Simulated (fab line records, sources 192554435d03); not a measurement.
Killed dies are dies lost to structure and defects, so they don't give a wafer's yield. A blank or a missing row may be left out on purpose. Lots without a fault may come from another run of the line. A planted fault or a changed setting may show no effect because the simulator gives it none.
One fault seen from 2 desks | flow n5_finfet | each desk has only its own numbers; what lay behind them comes last

THE TOOL OWNER'S DESK: pecvd-02
The tool's own readings at N5_BEOL_M5_ILD_DEP_00 (deposits SiCOH lowk from DEMS/porogen, target thk 140.64 nm, time 25.9 s): means of the sampled wafers that have a number, for each lot that ran on this tool. A lot is out of limits, marked OUT, if its mean lies more than 4 standard deviations from the usual mean; the brackets give that distance.
Columns: A = heater_power_w at N5_BEOL_M5_ILD_DEP_00, usual 320 W; B = showerhead_plenum_p_Torr at N5_BEOL_M5_ILD_DEP_00, usual 5.746 Torr; C = throttle_valve_pct at N5_BEOL_M5_ILD_DEP_00, usual 13.9 %
lot  | first seen here | A   | B     | C
L388 | day 8 00:51     | 310 | 5.754 | 13.7
L389 | day 8 06:43     | 343 | 5.751 | 13.8
L394 | day 9 04:47     | 335 | 5.742 | 13.7
L395 | day 9 11:53     | 339 | 5.747 | 13.9
L405 | day 12 19:41    | 321 | 5.756 | 13.9
L407 | day 12 21:17    | 322 | 5.758 | 13.7
L409 | day 14 03:35    | 325 | 5.746 | 13.7
This desk's finding: nothing out of limits on any of the 7 lots.

THE METROLOGY DESK
What the gauges read, lot by lot, whatever tool the lot ran on: means of the sampled wafers that have a number. A lot is out of limits, marked OUT, if its mean lies more than 4 standard deviations from the usual mean; the brackets give that distance. Of its 11 readings 7 are shown: the one that was out of limits first, and those that lie furthest out on some lot.
Columns: A = DIBL_N at N5_BEOL_M4_RC_MEAS_101, usual 36.4 mV/V; B = DIBL_P at N5_BEOL_M4_RC_MEAS_101, usual 36.1 mV/V; C = IOFF_N at N5_BEOL_M4_RC_MEAS_101, usual 0.156 nA/um; D = SS_N at N5_BEOL_M4_RC_MEAS_101, usual 71.5 mV/dec; E = VT_N at N5_BEOL_M4_RC_MEAS_101, usual 250.0 mV; F = VT_P at N5_BEOL_M4_RC_MEAS_101, usual -250 mV; G = M5_ILD_THK at N5_BEOL_M5_THK_MEAS_01, usual 121.0 nm
lot  | first seen here | A    | B    | C     | D    | E     | F    | G
L388 | day 7 23:52     | 36.2 | 35.4 | 0.155 | 71.7 | 249.9 | -246 | 121.2
L389 | day 8 05:44     | 37.6 | 38.4 | 0.185 | 72.2 | 246.2 | -250 | 121.4
L391 | day 8 21:00     | 36.4 | 38.4 | 0.182 | 71.8 | 247.3 | -249 | 120.0
L394 | day 9 03:59     | 35.4 | 35.1 | 0.155 | 71.2 | 249.5 | -247 | 121.6
L395 | day 9 11:13     | 37.7 | 37.9 | 0.173 | 71.8 | 248.8 | -249 | 121.1
L400 | day 11 02:11    | 37.1 | 36.0 | 0.145 | 71.8 | 250.7 | -259 | 120.4
L405 | day 12 19:10    | 34.2 | 35.4 | 0.114 | 70.8 | 256.1 | -255 | 164.3 (+33) OUT
L407 | day 12 20:46    | 34.5 | 34.5 | 0.127 | 70.7 | 250.5 | -250 | 164.6 (+34) OUT
L409 | day 14 02:38    | 36.5 | 36.7 | 0.162 | 71.5 | 249.9 | -252 | 148.0 (+21) OUT
L410 | day 14 02:44    | 35.3 | 35.0 | 0.146 | 71.6 | 249.4 | -254 | 120.2
This desk's finding: out of limits on L405, L407, L409; first on L405, day 12 20:14 (M5_ILD_THK at N5_BEOL_M5_THK_MEAS_01). In limits: L388, L389, L391, L394, L395, L400, L410.

PUT TOGETHER
The metrology desk could have raised an alarm at day 12 20:14, on L405, L407, L409.
The tool owner's desk saw nothing out of limits.
The tool owner's desk has L405, L407, L409 on record, within its limits.
Of the lots named, all ran N5_BEOL_M5_ILD_DEP_00 on pecvd-02.

WHAT THE SIMULATOR HAD PUT IN
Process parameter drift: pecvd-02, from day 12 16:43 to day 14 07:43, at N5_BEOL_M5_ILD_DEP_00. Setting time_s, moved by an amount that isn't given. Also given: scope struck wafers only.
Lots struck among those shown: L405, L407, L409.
Hours from the fault's start to each desk's first reading out of limits: the metrology desk, 4.
